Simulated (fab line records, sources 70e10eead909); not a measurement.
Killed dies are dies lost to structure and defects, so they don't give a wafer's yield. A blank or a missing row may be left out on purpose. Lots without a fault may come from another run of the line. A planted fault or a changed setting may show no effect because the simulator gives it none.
fab line records | flow nand_harc | part 1 of 2: steps 1 to 4 of 6
record lots=24 wafers=72 last_day=34
route steps=1302 shown A_STAIRCASE@886 A_SGD_CUT@906 A_SLIT@946 A_WL_FILL@953
lots that met no fault: from a run of the same line without faults
start_h: hours from the record's first day to the start of the lot's first wafer shown | wait_h: hours since the lot's step before | " the same as in the row above | L1.1+2: a row that stands for several wafers | - no value, or no start given | * or withheld: withheld | < > ~ a bound
route shown NAME@n: a module of which the file shows steps, and the number in the route of the first | usual: mean/standard deviation of fault-free wafers | same: alike in all rows | chamber/n: place in a boat | sites: the reading at each site | _std_site: their standard deviation | _edge_site: outer sites' mean less inner sites' | radius_mm: how far each site lies from the wafer's centre | mask NAME#n: copy n | behind: the tool/chamber that last shaped the wafer | hold: why the lot was held/for how many hours/how that ended | device: the transistor (n, p or np) that didn't switch | end of line: the same wafers' tests at the end of the route | a step without rows: its recipe alone | killed: dies lost to structure and defects at the first sort, not the wafer's yield | map: a wafer's dies, x killed, . not, _ none there
set.NAME: the setting as run; set.NAME@STEP: as run at that earlier step | model.NAME: the simulator's own value behind a step, which no gauge read
steps of the route over a sample of lots; a table a step, a row a wafer
services: from which hour (start_h, from the record's first day; less than 0 if before it) a tool's chamber was out of use, for how many hours, and why
## steps
# step NHARC_A_STAIRCASE_CMP_472
# recipe material=SiO2
# usual motor_current_A=11.8/0.89
# columns lot.wafer tool chamber start_h wait_h motor_current_A
L074.3 cmp-02 0 445.18 0.3 13.7
L074.2 " 2 " " 11.9
L074.6 " 0 " " 13.2
L076.1 cmp-03 2 454.42 0.3 11.4
L076.6 " 1 " " 11.4
L076.5 " 2 " " 11.5
L075.4 cmp-04 0 454.54 0.1 12.6
L075.1 " 2 " " 13.3
L075.6 " 0 " " 12.7
L079.3 cmp-03 3 469.13 0.2 11.7
L079.2 " 0 " " 11.6
L079.6 " 3 " " 11.1
L077.1 cmp-03 1 469.33 0.3 11.1
L077.5 " 2 " " 12.0
L077.6 " 3 " " 11.9
L078.2 cmp-02 0 472.89 0.2 13.5
L078.6 " 0 " " 14.4
L078.5 " 1 " " 11.2
L080.1 cmp-02 3 491.84 0.2 10.7
L080.2 " 2 " " 11.8
L080.6 " 0 " " 12.7
L082.3 cmp-03 1 515.73 0.2 11.4
L082.2 " 3 " " 11.1
L082.6 " 2 " " 11.6
L083.1 cmp-03 1 520.11 0.2 11.8
L083.4 " 2 " " 11.1
L083.6 " 1 " " 11.3
L081.1 cmp-03 2 521.57 0.3 11.6
L081.3 " 3 " " 11.4
L081.5 " 0 " " 11.6
L084.2 cmp-02 0 543.67 0.5 13.6
L084.1 " 1 " " 11.0
L084.6 " 3 " " 11.3
L085.2 cmp-04 1 544.55 0.2 13.0
L085.1 " 2 " " 12.9
L085.3 " 0 " " 12.7
L086.1 cmp-02 2 565.97 0.3 11.4
L086.2 " 3 " " 11.0
L086.5 " 1 " " 10.6
L087.3 cmp-03 2 566.51 0.3 11.3
L087.5 " 1 " " 11.6
L087.6 " 2 " " 11.1
L088.1 cmp-03 3 580.93 0.2 11.7
L088.6 " 3 " " 11.7
L088.5 " 0 " " 11.2
L089.4 cmp-02 0 600.70 0.2 12.6
L089.1 " 1 " " 11.5
L089.2 " 3 " " 10.8
L090.1 cmp-03 3 602.05 0.2 11.4
L090.2 " 0 " " 11.1
L090.5 " 3 " " 11.6
L091.2 cmp-03 2 624.20 0.3 11.3
L091.3 " 3 " " 11.6
L091.5 " 0 " " 11.1
L093.1 cmp-02 1 624.26 0.2 10.8
L093.4 " 2 " " 11.5
L093.3 " 0 " " 13.2
L092.4 cmp-04 2 624.63 0.1 13.7
L092.1 " 3 " " 12.0
L092.3 " 1 " " 13.7
L094.4 cmp-04 0 627.76 0.1 12.5
L094.1 " 2 " " 13.4
L094.5 " 0 " " 12.8
L095.1 cmp-04 3 652.02 0.2 12.3
L095.4 " 0 " " 13.2
L095.5 " 3 " " 12.0
L096.3 cmp-03 2 663.84 0.2 12.1
L096.2 " 0 " " 11.2
L096.6 " 2 " " 11.2
L097.3 cmp-03 2 676.03 0.2 11.6
L097.6 " 2 " " 11.9
L097.5 " 3 " " 11.7
# step NHARC_A_SGD_CUT_ETCH_59
# recipe target_depth_a=2600 over_etch_frac=0.25 time_s=406.25 ion_energy_ev=200 n2_flow_sccm=150 h2_flow_sccm=150 ar_flow_sccm=0 rf_w=400 bias_w=150 chemistry=N2/H2
# usual drypump_motor_current_A=6.1/0.45 oes_product_au=1.001/0.0082 rf_vpp_V=431.4/2.5 showerhead_plenum_p_Torr=2.07/0.087 throttle_valve_pct=14.172/0.0089
# columns lot.wafer tool chamber start_h wait_h drypump_motor_current_A oes_product_au rf_hours_counter_h rf_vpp_V showerhead_plenum_p_Torr throttle_valve_pct
L074.2 rie_diel-09 0 - - 6.4 0.993 7 431.8 2.14 14.165
L074.3 " 1 " " 6.3 0.984 7 426.5 1.96 14.179
L074.6 " 3 " " 5.4 1.004 - 434.0 2.19 14.174
L076.1 rie_diel-13 2 - - 6.5 1.018 5 432.3 2.05 14.180
L076.6 " 1 " " 4.8 1.006 - 431.0 2.12 14.169
L076.5 " 2 " " 6.5 1.003 - 429.5 2.05 14.165
L075.1 rie_diel-09 1 - - 6.3 0.988 8 429.2 1.95 14.181
L075.4 " 2 " " 6.6 1.000 9 430.1 1.97 14.179
L075.6 " 3 " " 5.4 1.005 - 434.9 2.19 14.172
L079.3 rie_diel-13 2 - - 6.5 0.994 6 430.3 2.05 14.165
L079.2 " 1 " " 4.8 0.987 7 433.0 2.12 14.175
L079.6 " 2 " " 6.5 1.007 - 432.0 2.05 14.175
L077.1 rie_diel-10 1 - - 5.9 0.999 2 432.6 2.06 14.177
L077.6 " 2 " " 6.3 1.011 - 427.9 1.91 14.182
L077.5 " 3 " " 6.2 1.011 - 433.3 2.19 14.171
L078.2 rie_diel-13 1 - - 4.8 0.994 7 433.8 2.12 14.173
L078.6 " 3 " " 6.1 1.012 - 431.8 2.07 14.171
L078.5 " 0 " " 6.3 1.009 - 428.9 2.02 14.181
L080.2 rie_diel-13 3 - - 6.1 1.003 8 432.0 2.07 14.165
L080.1 " 0 " " 6.3 1.003 8 430.1 2.02 14.160
L080.6 " 0 " " 6.3 0.991 - 431.6 2.02 14.162
L082.3 rie_diel-13 1 - - 4.8 0.994 9 432.4 2.12 14.184
L082.2 " 3 " " 6.1 1.016 9 431.3 2.07 14.175
L082.6 " 1 " " 4.9 0.985 - 432.6 2.12 14.185
L083.1 rie_diel-10 3 - - 6.2 0.997 7 432.8 2.19 14.168
L083.4 " 0 " " 6.0 1.008 7 432.9 2.13 14.174
L083.6 " 1 " " 6.0 0.994 - 430.8 2.06 14.174
L081.1 rie_diel-10 0 - - 6.0 1.017 8 433.5 2.13 14.168
L081.3 " 2 " " 6.3 1.004 7 426.9 1.91 14.183
L081.5 " 0 " " 6.0 1.010 - 432.8 2.13 14.189
L084.1 rie_diel-10 1 - - 5.9 0.987 10 432.1 2.05 14.167
L084.2 " 2 " " 6.3 1.008 10 427.4 1.91 14.165
L084.6 " 0 " " 6.0 1.005 - 433.5 2.13 14.164
L085.1 rie_diel-13 2 - - 6.5 0.997 0 430.7 2.05 14.170
L085.3 " 0 " " 6.2 0.996 0 430.1 2.02 14.176
L085.2 " 1 " " 4.8 0.986 0 433.1 2.12 14.176
L086.1 rie_diel-10 0 - - 6.0 1.009 12 433.9 2.13 14.182
L086.2 " 1 " " 5.9 0.997 11 430.5 2.06 14.184
L086.5 " 0 " " 6.0 1.013 - 433.3 2.13 14.167
L087.3 rie_diel-09 2 - - 6.6 0.993 4 427.4 1.96 14.163
L087.6 " 3 " " 5.4 0.997 - 433.4 2.19 14.160
L087.5 " 0 " " 6.4 0.999 - 433.7 2.14 14.198
L088.1 rie_diel-10 1 - - 6.0 1.006 13 430.6 2.05 14.181
L088.5 " 0 " " 6.0 1.002 - 433.5 2.13 14.166
L088.6 " 1 " " 5.9 0.993 - 432.2 2.05 14.176
L089.1 rie_diel-13 0 - - 6.3 1.011 3 431.1 2.02 14.165
L089.2 " 1 " " 4.8 0.997 3 431.9 2.12 14.172
L089.4 " 2 " " 6.5 1.005 3 430.4 2.05 14.184
L090.2 rie_diel-09 1 - - 6.3 1.004 8 427.5 1.95 14.164
L090.1 " 2 " " 6.6 1.003 7 428.5 1.96 14.166
L090.5 " 1 " " 6.3 0.995 - 427.5 1.95 14.173
L091.3 rie_diel-09 3 - - 5.4 1.004 8 434.1 2.19 14.170
L091.2 " 0 " " 6.4 0.997 8 433.5 2.13 14.182
L091.5 " 2 " " 6.6 1.006 - 427.1 1.96 14.169
L093.3 rie_diel-09 0 - - 6.4 1.000 8 432.7 2.13 14.170
L093.1 " 2 " " 6.6 1.004 9 428.9 1.96 14.185
L093.4 " 3 " " 5.4 0.999 8 434.0 2.19 14.159
L092.3 rie_diel-10 0 - - 6.0 1.007 2 432.2 2.13 14.161
L092.1 " 2 " " 6.3 1.016 2 427.1 1.91 14.161
L092.4 " 3 " " 6.2 0.998 2 434.1 2.18 14.170
L094.4 rie_diel-09 1 - - 6.3 0.985 10 428.2 1.95 14.159
L094.1 " 3 " " 5.4 0.998 8 434.1 2.19 14.183
L094.5 " 1 " " 6.3 0.993 - 430.6 1.95 14.163
L095.4 rie_diel-10 0 - - 6.0 1.017 5 433.8 2.13 14.169
L095.1 " 2 " " 6.3 1.016 5 426.8 1.91 14.156
L095.5 " 0 " " 6.0 1.017 - 433.8 2.13 14.185
L096.2 rie_diel-09 1 - - 6.3 1.001 13 428.0 1.95 14.165
L096.3 " 2 " " 6.6 1.014 11 428.8 1.96 14.178
L096.6 " 3 " " 5.4 0.998 - 434.8 2.18 14.176
L097.3 rie_diel-10 2 - - 6.3 1.000 7 427.4 1.91 14.177
L097.5 " 1 " " 5.9 1.004 - 431.3 2.05 14.167
L097.6 " 2 " " 6.3 1.010 - 426.3 1.91 14.183
# step NHARC_A_SGD_CUT_ETCH_15
# recipe target_depth_a=750 time_s=64.3 ch3f_flow_sccm=50 o2_flow_sccm=30 ar_flow_sccm=200 rf_w=500 bias_w=100 chemistry=CH3F/O2
# usual drypump_motor_current_A=6.1/0.47 oes_product_au=0.961/0.02 rf_vpp_V=264.2/1.8 showerhead_plenum_p_Torr=2.48/0.1 throttle_valve_pct=20.663/0.0091
# columns lot.wafer tool chamber start_h wait_h drypump_motor_current_A oes_product_au rf_hours_counter_h rf_vpp_V showerhead_plenum_p_Torr throttle_valve_pct
L074.3 rie_diel-09 2 - - 6.6 0.942 8 263.3 2.38 20.654
L074.2 " 3 " " 5.4 0.962 8 267.6 2.63 20.666
L074.6 " 1 " " 6.3 0.972 - 262.9 2.36 20.660
L076.1 rie_diel-13 3 - - 6.1 0.988 5 264.4 2.50 20.661
L076.6 " 0 " " 6.3 0.965 - 263.3 2.44 20.663
L076.5 " 1 " " 4.9 0.969 - 266.5 2.55 20.666
L075.4 rie_diel-09 2 - - 6.6 0.959 9 263.2 2.38 20.655
L075.1 " 1 " " 6.3 0.952 8 262.1 2.36 20.655
L075.6 " 3 " " 5.4 0.970 - 266.2 2.63 20.666
L079.3 rie_diel-13 1 - - 4.8 0.962 7 265.3 2.55 20.651
L079.2 " 0 " " 6.2 0.961 7 262.8 2.44 20.655
L079.6 " 2 " " 6.5 0.972 - 264.5 2.47 20.672
L077.1 rie_diel-10 0 - - 6.0 0.976 2 267.0 2.57 20.680
L077.6 " 0 " " 6.0 0.973 - 266.9 2.57 20.671
L077.5 " 1 " " 6.0 0.978 - 263.4 2.48 20.645
L078.2 rie_diel-13 0 - - 6.3 0.926 7 263.2 2.44 20.664
L078.6 " 3 " " 6.1 0.939 - 264.6 2.50 20.648
L078.5 " 0 " " 6.3 0.935 - 264.4 2.44 20.670
L080.1 rie_diel-13 2 - - 6.4 0.965 7 264.5 2.47 20.654
L080.2 " 3 " " 6.1 0.986 8 264.8 2.50 20.661
L080.6 " 3 " " 6.1 0.971 - 263.9 2.50 20.673
L082.2 rie_diel-13 0 - - 6.3 0.962 9 264.1 2.44 20.656
L082.3 " 1 " " 4.9 0.951 10 266.1 2.55 20.677
L082.6 " 0 " " 6.3 0.961 - 261.7 2.44 20.670
L083.1 rie_diel-10 3 - - 6.2 0.979 8 266.8 2.63 20.659
L083.4 " 1 " " 6.0 0.969 7 263.5 2.48 20.650
L083.6 " 3 " " 6.2 0.978 - 265.5 2.63 20.653
L081.3 rie_diel-10 3 - - 6.2 0.966 8 265.9 2.63 20.665
L081.1 " 0 " " 6.1 0.976 8 266.4 2.57 20.671
L081.5 " 0 " " 6.0 0.980 - 264.0 2.57 20.663
L084.2 rie_diel-10 2 - - 6.3 0.987 10 260.2 2.31 20.664
L084.1 " 1 " " 6.0 0.953 10 263.4 2.48 20.669
L084.6 " 2 " " 6.3 0.984 - 263.3 2.31 20.663
L085.1 rie_diel-13 1 - - 4.8 0.966 0 265.2 2.55 20.663
L085.3 " 2 " " 6.5 0.981 0 263.0 2.47 20.654
L085.2 " 0 " " 6.3 0.966 0 262.6 2.44 20.665
L086.1 rie_diel-10 0 - - 6.0 0.984 12 267.3 2.56 20.663
L086.2 " 2 " " 6.3 0.968 11 261.9 2.31 20.657
L086.5 " 1 " " 5.9 0.988 - 264.7 2.48 20.656
L087.3 rie_diel-09 1 - - 6.3 0.945 5 263.3 2.36 20.649
L087.5 " 2 " " 6.6 0.950 - 263.1 2.37 20.654
L087.6 " 3 " " 5.4 0.982 - 266.3 2.63 20.670
L088.1 rie_diel-10 1 - - 5.9 0.959 13 265.2 2.47 20.673
L088.5 " 1 " " 5.9 0.968 - 264.5 2.47 20.670
L088.6 " 2 " " 6.3 0.947 - 261.1 2.31 20.648
L089.1 rie_diel-13 2 - - 6.5 0.941 3 264.3 2.47 20.670
L089.4 " 0 " " 6.3 0.929 3 263.5 2.44 20.675
L089.2 " 1 " " 4.9 0.938 3 265.1 2.55 20.670
L090.2 rie_diel-09 2 - - 6.6 0.923 7 260.2 2.37 20.674
L090.1 " 1 " " 6.3 0.911 8 261.8 2.36 20.655
L090.5 " 1 " " 6.3 0.915 - 263.0 2.36 20.659
L091.3 rie_diel-09 3 - - 5.4 0.952 8 265.8 2.62 20.655
L091.2 " 1 " " 6.3 0.958 10 263.4 2.36 20.663
L091.5 " 3 " " 5.4 0.959 - 265.9 2.62 20.681
L093.4 rie_diel-09 0 - - 6.4 0.951 9 265.4 2.57 20.661
L093.1 " 2 " " 6.6 0.955 9 263.1 2.37 20.664
L093.3 " 3 " " 5.4 0.952 8 265.1 2.62 20.657
L092.3 rie_diel-10 2 - - 6.3 0.974 2 261.8 2.31 20.661
L092.4 " 3 " " 6.2 0.981 2 264.7 2.62 20.659
L092.1 " 0 " " 6.0 0.987 2 266.4 2.56 20.687
L094.1 rie_diel-09 0 - - 6.4 0.927 9 265.9 2.57 20.659
L094.4 " 1 " " 6.3 0.922 10 261.2 2.36 20.650
L094.5 " 3 " " 5.4 0.929 - 267.0 2.62 20.656
L095.1 rie_diel-10 1 - - 6.0 0.947 6 263.0 2.47 20.665
L095.4 " 2 " " 6.3 0.957 5 260.3 2.31 20.670
L095.5 " 1 " " 5.9 0.947 - 264.0 2.47 20.676
L096.3 rie_diel-09 1 - - 6.3 0.973 13 262.1 2.36 20.665
L096.2 " 3 " " 5.4 0.959 11 265.5 2.62 20.672
L096.6 " 1 " " 6.3 0.977 - 261.9 2.36 20.669
L097.3 rie_diel-10 1 - - 5.9 0.974 7 263.8 2.47 20.655
L097.6 " 1 " " 6.0 0.983 - 263.5 2.47 20.675
L097.5 " 2 " " 6.3 0.968 - 260.9 2.31 20.664
# step NHARC_A_SGD_CUT_STRIP_17
# recipe o2_flow_sccm=500 ar_flow_sccm=0 bias_w=0 chemistry=O2
# usual drypump_motor_current_A=6.1/0.48 oes_product_au=1.003/0.0088 rf_vpp_V=57.9/0.83 showerhead_plenum_p_Torr=3.57/0.14 throttle_valve_pct=17.038/0.0082
# columns lot.wafer tool chamber start_h wait_h drypump_motor_current_A oes_product_au rf_hours_counter_h rf_vpp_V showerhead_plenum_p_Torr throttle_valve_pct
L074.3 rie_diel-09 3 - - 5.4 1.007 8 58.2 3.76 17.040
L074.2 " 2 " " 6.6 0.994 8 58.0 3.41 17.048
L074.6 " 0 " " 6.4 1.003 - 59.2 3.68 17.039
L076.1 rie_diel-13 0 - - 6.3 1.000 5 58.5 3.50 17.018
L076.5 " 1 " " 4.9 0.994 - 57.5 3.65 17.017
L076.6 " 2 " " 6.5 1.005 - 57.8 3.54 17.050
L075.1 rie_diel-09 3 - - 5.4 1.009 9 55.5 3.76 17.024
L075.4 " 0 " " 6.4 0.997 8 58.8 3.68 17.030
L075.6 " 0 " " 6.4 0.999 - 57.2 3.68 17.046
L079.3 rie_diel-13 0 - - 6.3 1.001 7 57.9 3.50 17.042
L079.2 " 2 " " 6.5 1.012 7 57.7 3.54 17.039
L079.6 " 0 " " 6.3 0.999 - 58.3 3.50 17.039
L077.1 rie_diel-10 0 - - 6.0 1.002 2 57.5 3.68 17.044
L077.5 " 2 " " 6.3 1.002 - 57.1 3.33 17.034
L077.6 " 3 " " 6.2 1.014 - 58.7 3.76 17.042
L078.2 rie_diel-13 2 - - 6.5 1.010 7 59.5 3.54 17.031
L078.6 " 3 " " 6.1 1.021 - 57.6 3.58 17.041
L078.5 " 0 " " 6.3 1.010 - 57.5 3.50 17.041
L080.2 rie_diel-13 0 - - 6.3 1.002 8 57.7 3.50 17.033
L080.1 " 1 " " 4.8 0.988 8 57.3 3.65 17.047
L080.6 " 3 " " 6.1 1.019 - 57.3 3.58 17.056
L082.3 rie_diel-13 1 - - 4.8 1.000 10 59.2 3.65 17.038
L082.2 " 2 " " 6.5 1.013 9 57.7 3.54 17.040
L082.6 " 1 " " 4.8 0.994 - 57.8 3.65 17.035
L083.4 rie_diel-10 1 - - 6.0 1.000 7 56.9 3.55 17.046
L083.1 " 2 " " 6.3 1.008 7 58.1 3.32 17.037
L083.6 " 1 " " 6.0 0.998 - 57.1 3.55 17.024
L081.1 rie_diel-10 2 - - 6.3 1.003 7 56.9 3.33 17.025
L081.3 " 3 " " 6.2 1.006 8 59.1 3.76 17.037
L081.5 " 0 " " 6.0 1.023 - 58.5 3.68 17.039
L084.1 rie_diel-10 0 - - 6.0 1.019 10 59.3 3.68 17.051
L084.2 " 3 " " 6.2 0.998 11 58.1 3.76 17.041
L084.6 " 1 " " 5.9 0.998 - 57.5 3.55 17.041
L085.3 rie_diel-13 1 - - 4.8 0.991 1 57.6 3.65 17.050
L085.2 " 2 " " 6.5 1.009 1 57.6 3.54 17.038
L085.1 " 3 " " 6.1 1.008 1 57.4 3.58 17.034
L086.2 rie_diel-10 3 - - 6.2 1.006 12 59.1 3.76 17.033
L086.1 " 0 " " 6.0 1.011 12 58.4 3.67 17.046
L086.5 " 1 " " 6.0 1.004 - 58.6 3.55 17.037
L087.3 rie_diel-09 2 - - 6.6 0.993 4 57.6 3.41 17.030
L087.6 " 2 " " 6.6 1.000 - 56.9 3.41 17.038
L087.5 " 3 " " 5.4 0.997 - 57.7 3.76 17.032
L088.1 rie_diel-10 3 - - 6.2 1.008 14 58.9 3.76 17.035
L088.6 " 3 " " 6.2 1.007 - 58.3 3.76 17.037
L088.5 " 0 " " 6.0 1.013 - 57.3 3.67 17.050
L089.1 rie_diel-13 2 - - 6.5 1.010 3 58.0 3.54 17.046
L089.4 " 3 " " 6.1 0.994 3 57.8 3.58 17.048
L089.2 " 0 " " 6.3 1.016 3 58.2 3.50 17.043
L090.2 rie_diel-09 2 - - 6.6 0.993 7 58.8 3.41 17.045
L090.1 " 3 " " 5.4 1.001 6 58.9 3.76 17.047
L090.5 " 2 " " 6.6 0.986 - 58.0 3.41 17.026
L091.3 rie_diel-09 1 - - 6.3 0.997 10 57.7 3.39 17.032
L091.2 " 0 " " 6.4 1.009 9 58.4 3.68 17.037
L091.5 " 2 " " 6.6 0.985 - 56.5 3.41 17.022
L093.1 rie_diel-09 3 - - 5.4 0.986 8 58.3 3.76 17.047
L093.4 " 1 " " 6.3 1.000 10 56.2 3.39 17.049
L093.3 " 2 " " 6.6 0.994 9 57.0 3.41 17.044
L092.1 rie_diel-10 3 - - 6.2 0.998 2 57.4 3.75 17.029
L092.4 " 0 " " 6.0 1.004 2 59.0 3.67 17.040
L092.3 " 1 " " 5.9 0.994 3 58.1 3.55 17.051
L094.1 rie_diel-09 1 - - 6.3 0.994 11 58.0 3.39 17.037
L094.4 " 0 " " 6.4 1.003 9 57.7 3.68 17.011
L094.5 " 1 " " 6.3 0.988 - 56.4 3.39 17.035
L095.4 rie_diel-10 0 - - 6.0 1.011 5 57.6 3.67 17.043
L095.1 " 1 " " 5.9 0.993 6 58.3 3.55 17.040
L095.5 " 2 " " 6.3 1.013 - 56.9 3.32 17.036
L096.3 rie_diel-09 2 - - 6.6 1.013 12 57.7 3.41 17.029
L096.2 " 3 " " 5.4 1.014 11 59.0 3.76 17.029
L096.6 " 0 " " 6.4 1.018 - 57.8 3.68 17.036
L097.3 rie_diel-10 2 - - 6.3 1.001 7 56.8 3.32 17.032
L097.6 " 1 " " 6.0 0.999 - 58.2 3.55 17.027
L097.5 " 2 " " 6.3 0.999 - 57.4 3.32 17.031
